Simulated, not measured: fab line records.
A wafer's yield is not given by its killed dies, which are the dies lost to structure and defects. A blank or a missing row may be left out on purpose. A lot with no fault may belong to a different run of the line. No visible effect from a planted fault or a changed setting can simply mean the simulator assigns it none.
Comparing a struck lot with a sound one | flow nandHarc | 32 out of 1302 route steps
Sound: these wafers, L116.1, L116.2, L116.5. Struck: wafer L125.3. Last of all comes the cause.
For every step that has rows: the tool of each side, followed by ch and its chambers, followed by its first start. Under that, the readings that differ: sound wafers | struck wafers | difference of the means | sigmas: that difference in standard deviations of wafers without a fault.
alike: a reading whose means differ by less than 2 such deviations, as well as words and numbers matching on both sides. not compared: withheld readings; readings where some wafer has no value; bounds like >300 that might hide an equal value; numbers whose values overlap and for which the record gives no deviation.
The two part at a step that has a row with sigmas, a row that says differs or no value, or rows on one side only. Numbers that have no deviation but don't overlap get no sigmas and don't part them. Lack of a reading on every wafer of one side parts them only where that side has two or more wafers.

NHARC_A_M0_CD_MEAS_09: target cd 80 nm.
  sound on cdSem-03 ch 0, day 25 12:19; struck on cdSem-01 ch 0, day 28 19:56
  alike: cdNm
NHARC_A_M0_OVL_MEAS_10: pitch 160 nm.
  sound on overlay-01, day 25 12:24; struck on overlay-02, day 28 20:01
  alike: overlayXNm, overlayYNm
NHARC_A_M0_INSPECT_11:
  sound on defectInspect-02, day 25 12:26; struck on defectInspect-01, day 28 20:03
  alike: rawDefectCount
NHARC_A_M0_DESCUM_14: chemistry O2, time 3 s.
  sound on rieDiel-12 ch 2,3, day 25 12:30; struck on rieDiel-13 ch 2, day 28 20:07
reading                      | sound             | struck | difference | sigmas
oesProductAu (a.u.)          | 0.998 1.003 1.006 | 1.033  | +0.031     | +2
showerheadPlenumPTorr (Torr) | 1.84 1.87 1.84    | 2.01   | +0.16      | +2
  alike: drypumpMotorCurrentA, rfVppV, throttleValvePct
  not compared: rfHoursCounterH
then, 2 steps without rows for these wafers: NHARC_A_M0_ETCH_34 (etches the open film in N2/H2, target depth 40 nm, overetch 12 nm, time 43.94 s); NHARC_A_M0_ETCH_15 (etches the open film in C4F8/Ar, target depth 150 nm, overetch 15 nm, time 82.5 s).
NHARC_A_M0_CD_MEAS_16:
  sound on cdSem-01, day 25 12:55; struck on cdSem-03, day 28 20:25
  alike: cdNm
NHARC_A_M0_STRIP_18: strips in N2/H2.
  sound on rieDiel-13 ch 0,2,3, day 25 12:59; struck on rieDiel-12 ch 2, day 28 20:34
  alike: drypumpMotorCurrentA, oesProductAu, rfVppV, showerheadPlenumPTorr, throttleValvePct
  not compared: rfHoursCounterH
then, 1 step without rows for these wafers: NHARC_A_M0_STRIP_19 (strips in post etch residue remover, time 600 s).
NHARC_A_M0_DEGAS_28: time 60 s.
  sound on pvdSputter-02, day 25 13:32; struck on pvdSputter-02, day 28 21:05
  alike: heaterPowerW
then, 1 step without rows for these wafers: NHARC_A_M0_PRE_CLEAN_29 (time 30 s).
NHARC_A_M0_PVD_20: deposits TaN, target thk 5 nm, time 8.06 s.
  sound on pvdSputter-02; struck on pvdSputter-02
reading              | sound          | struck | difference | sigmas
throttleValvePct (%) | 28.5 30.3 28.7 | 32.3   | +3.1       | +3
  alike: biasV, chamberPressurePa
NHARC_A_M0_PVD_21: deposits Cu, target thk 30 nm, time 20.49 s.
  sound on pvdSputter-02, day 25 13:53; struck on pvdSputter-02, day 28 21:19
reading                | sound             | struck | difference | sigmas
chamberPressurePa (Pa) | 5.001 5.009 5.004 | 4.984  | -0.021     | -2
  alike: throttleValvePct
then, 5 steps without rows for these wafers: NHARC_A_M0_ECD_22 (material Cu, target thk 400 nm); NHARC_A_M0_ANNEAL_30 (time 90 s); NHARC_A_M0_CMP_23 (polishes, t overpolish 20 s, target thk 113.75 nm); NHARC_A_M0_SRD_25; NHARC_A_M0_PRE_CLEAN_31 (time 12 s).
NHARC_A_M0_DEP_32: deposits SiCN, target thk 30 nm.
  sound on pecvd-04 ch 0,1, day 25 15:25; struck on pecvd-01 ch 2, day 28 23:44
reading          | sound       | struck | difference | sigmas
heaterPowerW (W) | 829 584 608 | 443    | -231       | -2
  not compared: sinceWetCleanH
then, 10 steps without rows for these wafers: NHARC_A_M1_DEP_00 (deposits SiOC, target thk 182.5 nm); NHARC_A_M1_DEHYDRATE_01 (time 120 s); NHARC_A_M1_HMDS_02 (time 30 s); NHARC_A_M1_COAT_34 (time 65 s); NHARC_A_M1_COAT_03 (resist thk 90 nm); NHARC_A_M1_SOFTBAKE_04 (time 55 s); NHARC_A_M1_EBR_05; NHARC_A_M1_EXPOSE_06 (exposes mask A M1, target cd 120 nm); NHARC_A_M1_PEB_07 (peb time 65 s); NHARC_A_M1_DEVELOP_08 (develop time 35 s).
NHARC_A_M1_CD_MEAS_09: target cd 120 nm.
  sound on cdSem-01 ch 0, day 25 16:49; struck on cdSem-02 ch 0, day 29 00:58
  alike: cdNm
NHARC_A_M1_OVL_MEAS_10: pitch 240 nm.
  sound on overlay-02, day 25 16:54; struck on overlay-02, day 29 01:04
  alike: overlayXNm, overlayYNm
-- record jumps: 2 days between struck wafers' starts before vs after; left off in module A_M1, resumes in module END, first step shown is number 1302 of the route --
NHARC_END_SORT_01:
  only the struck wafers appear in the record here, on prober-02 ch 0 at day 31 11:07; the sound ones have no rows

## WHERE THEY PART
Earliest at NHARC_A_M0_DESCUM_14; latest, in this record, at NHARC_END_SORT_01.

WHY: what had been put in by the simulator
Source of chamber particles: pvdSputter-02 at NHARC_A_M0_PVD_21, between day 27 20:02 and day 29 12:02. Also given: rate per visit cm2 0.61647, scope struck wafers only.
